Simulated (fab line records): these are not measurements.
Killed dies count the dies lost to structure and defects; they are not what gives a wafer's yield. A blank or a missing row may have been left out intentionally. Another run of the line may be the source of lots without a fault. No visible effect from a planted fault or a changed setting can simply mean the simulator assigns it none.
Matching of chambers | flow nand harc | NHARC_P_M2_DEP_33 on pecvd-02: 3 sister chambers
The step deposits SiCN, target thk 30 nm. 6 wafers are shown with their chamber, then 7 later ones without.

WAFERS, EACH WITH ITS CHAMBER
wafer  | chamber | heater power w (W)
L705.1 | 0       | 579
L705.4 | 0       | 583
L715.1 | 2       | 696
L715.4 | 1       | 617
L720.2 | 2       | 596
L720.3 | 1       | 614

WAFERS WITH NO CHAMBER GIVEN
wafer  | heater power w (W)
L720.4 | 631
L721.2 | 616
L721.4 | 689
L721.6 | 622
L724.1 | 622
L724.2 | 583
L724.6 | 593

WHICH CHAMBER EACH WENT THROUGH
wafer  | from the rows above          | in truth
L720.4 | can't be placed: 2 or 1 or 0 | 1
L721.2 | can't be placed: 1 or 2 or 0 | 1
L721.4 | can't be placed: 2 or 1 or 0 | 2
L721.6 | can't be placed: 1 or 2 or 0 | 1
L724.1 | can't be placed: 1 or 2 or 0 | 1
L724.2 | can't be placed: 0 or 1 or 2 | 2
L724.6 | can't be placed: 0 or 1 or 2 | 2
Placed correctly: 0 of 7. Not placeable from these rows: 7 (in 7, the candidates include the true chamber). Placed wrongly: 0.
How it was worked out, from the rows above alone: a wafer's distance from a chamber is the root of the sum, over the readings, of the square of ((its reading less the chamber's mean) divided by the reading's scatter). The wafer belongs to the nearest chamber; if the next one is less than 2 further off, it can't be placed. A chamber's mean is the mean of its shown wafers. How the scatter is found: for the shown wafers, subtract from each reading the mean of its chamber, square and add these, divide the total by (wafers less chambers), then take the root.
